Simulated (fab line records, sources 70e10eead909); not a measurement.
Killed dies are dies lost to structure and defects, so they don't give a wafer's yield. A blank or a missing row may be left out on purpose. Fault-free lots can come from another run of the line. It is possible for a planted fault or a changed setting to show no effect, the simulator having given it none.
Matching of chambers + flow nandHarc + NHARC_A_STAIRCASE_ALD_420 on aldHk-01 has 4 sister chambers
The step deposits SiO2, target thk 20 nm, pulse time 6 s, ald cycles 200. 16 wafers are shown with their chamber, then 8 later ones without.

WAFERS PAIRED WITH THEIR CHAMBERS
| wafer  | chamber | heaterPowerW (W) | precursorPulseHeightRel |
|--------|---------|------------------|-------------------------|
| L085.1 | 0       | 450              | 0.961                   |
| L085.2 | 2       | 433              | 0.999                   |
| L085.3 | 1       | 509              | 0.956                   |
| L087.2 | 1       | 516              | 0.995                   |
| L087.5 | 3       | 493              | 1.021                   |
| L087.6 | 2       | 422              | 1.015                   |
| L090.3 | 0       | 469              | 1.000                   |
| L090.4 | 3       | 499              | 0.985                   |
| L090.6 | 0       | 468              | 0.981                   |
| L092.1 | 1       | 516              | 0.972                   |
| L092.5 | 3       | 492              | 0.992                   |
| L092.6 | 0       | 460              | 0.996                   |
| L096.1 | 1       | 518              | 1.026                   |
| L096.2 | 3       | 511              | 0.985                   |
| L096.6 | 0       | 475              | 0.982                   |
| L096.3 | 2       | 430              | 1.002                   |

SIGNATURES (averages over the wafers above)
| reading                 | chamber 0 | chamber 1 | chamber 2 | chamber 3 | scatter within a chamber |
|-------------------------|-----------|-----------|-----------|-----------|--------------------------|
| heaterPowerW            | 464.40    | 514.75    | 428.33    | 498.75    | 7.71                     |
| precursorPulseHeightRel | 0.98400   | 0.98725   | 1.00533   | 0.99575   | 0.0199                   |
Rule: for a wafer and a chamber, the distance is found by dividing, reading by reading, the gap between the wafer's reading and the chamber's mean by the reading's scatter, squaring, summing and taking the root. The wafer belongs to the nearest chamber; if the next one is less than 2 further off, it can't be placed. The scatter: the root of (the sum of the squares of (reading less its chamber's mean) over the shown wafers, divided by (wafers less chambers)).

WAFERS MISSING THEIR CHAMBER
| wafer  | heaterPowerW (W) | precursorPulseHeightRel |
|--------|------------------|-------------------------|
| L096.4 | 457              | 0.999                   |
| L096.5 | 510              | 1.017                   |
| L095.1 | 512              | 0.996                   |
| L095.2 | 509              | 0.978                   |
| L095.3 | 454              | 0.987                   |
| L097.1 | 462              | 0.985                   |
| L097.5 | 506              | 1.004                   |
| L097.6 | 430              | 0.990                   |

WHICH CHAMBER EACH WENT THROUGH
| wafer  | from the rows above     | in truth |
|--------|-------------------------|----------|
| L096.4 | 0                       | 0        |
| L096.5 | can't be placed: 1 or 3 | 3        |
| L095.1 | can't be placed: 1 or 3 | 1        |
| L095.2 | can't be placed: 1 or 3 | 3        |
| L095.3 | 0                       | 0        |
| L097.1 | 0                       | 0        |
| L097.5 | can't be placed: 3 or 1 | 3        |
| L097.6 | 2                       | 2        |
4 of 8 placed correctly. From these rows, 4 cannot be placed; in 4 the true chamber is one of the candidates. Number placed wrongly: 0.
